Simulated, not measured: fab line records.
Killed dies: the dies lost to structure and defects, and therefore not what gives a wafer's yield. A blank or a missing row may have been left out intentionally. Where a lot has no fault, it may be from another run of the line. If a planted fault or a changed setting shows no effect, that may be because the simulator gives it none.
Code-filled problem report in 8D (eight disciplines) form :: flow n5-finfet :: the parts of the form that need people (team, actions taken, sign-off) are left out

1. THE ISSUE
Wafers without a fault read 15, standard deviation 5.6; killed_at_M4_up at N5_PASSIVATION_PROBE_49 reads a mean of 118 on 2 wafers belonging to 2 lots. That puts it +18 standard deviations away from the usual mean.
First seen on wafer L817.2, day 16 11:52, on prober-01. The record holds 9 wafers of 3 lots with a number at this step. Rule for "out" (also "out of limits"): further than 4 standard deviations from the usual mean. The other wafers with a number count as sound.

2. WHAT IT IS, AND WHAT IT ISN'T
question: which readings at this step
is: killed_at_M4_up, defect-limited-yield, killed-dies, killed-on-rim, sort_bin_5_function, sort-n-pass, sort-yield-pct
is not: killed_at_M0_to_M3, killed-at-contacts, killed-at-front-end, killed-at-other, killed-open, killed-short, sort_bin_6_memory

question: which lots
is: L817, L819
is not: L810

question: which wafers of those lots
is: L817.2, L819.3
is not: L817.4, L817.5, L819.1, L819.2

question: read on which tools
is: prober-01, prober-02
is not: -

question: when
is: from day 16 11:52
is not: up to then (3 sound wafers); but 4 sound wafers of L817, L819 came after

3. WHAT RULES OUT EACH SUSPECT
Counting: any tool at a process step up to the reading remains a suspect provided it ran every lot that is out. Sound lots after the first of them don't rule it out here, since some wafers of a struck lot are sound.
- pvd-sputter-02 at N5_BEOL_M9_SPUTTER_48 (material Cu, target thk 12 nm, time 2 s): kept. It processed each lot that is out (first: L817, day 14 05:49); up to then, its last sound lot is L810 (day 12 18:07).
Left after counting: pvd-sputter-02 at N5_BEOL_M9_SPUTTER_48.

4. THE CAUSE (what the simulator had put in)
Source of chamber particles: pvd-sputter-02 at N5_BEOL_M9_SPUTTER_48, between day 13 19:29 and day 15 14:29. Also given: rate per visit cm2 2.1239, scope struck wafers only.
After counting, this tool was the only one left.

5. THE CHAIN OF EFFECTS, in route order
One row per reading whose mean, taken over the struck wafers that have a number, lies over 3 standard deviations from the usual. Only readings whose record carries a usual standard deviation are examined. hours: median over the lots of the time between each lot's start at the first step of this table that gives one and its start at this step. sigmas: the change, counted in usual standard deviations.
hours: 0
step: N5_PASSIVATION_PROBE_49
reading: defect-limited-yield
usual: 91.3 %
on struck wafers: 83.8
change: -7.5
sigmas: -5.8

hours: 0
step: N5_PASSIVATION_PROBE_49
reading: killed_at_M4_up
usual: 15
on struck wafers: 118
change: +103
sigmas: +18

hours: 0
step: N5_PASSIVATION_PROBE_49
reading: killed-dies
usual: 102
on struck wafers: 191
change: +89
sigmas: +5.9

hours: 0
step: N5_PASSIVATION_PROBE_49
reading: killed-on-rim
usual: 13
on struck wafers: 32
change: +18
sigmas: +5.4

hours: 0
step: N5_PASSIVATION_PROBE_49
reading: sort_bin_5_function
usual: 5.1 %
on struck wafers: 9.7
change: +4.6
sigmas: +5.4

hours: 0
step: N5_PASSIVATION_PROBE_49
reading: sort-n-pass
usual: 1078
on struck wafers: 989
change: -89
sigmas: -5.9

hours: 0
step: N5_PASSIVATION_PROBE_49
reading: sort-yield-pct
usual: 91.3 %
on struck wafers: 83.8
change: -7.5
sigmas: -5.8
The process steps in it:
- N5_PASSIVATION_PROBE_49

6. WHAT WOULD HAVE CAUGHT IT SOONER
The fault began at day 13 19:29; the first out-of-limits reading in this record came at day 16 11:52, 64 hours later.
Of the tool readings at N5_BEOL_M9_SPUTTER_48 for which the record gives a usual standard deviation, none was out on any struck wafer, so an alarm limit of 4 standard deviations on them would not have fired.
The start of N5_BEOL_M9_SPUTTER_48 on pvd-sputter-02 came by day 16 11:52 for every one of the lots that are out (2). Tool hold at that time: it would have spared none of them.
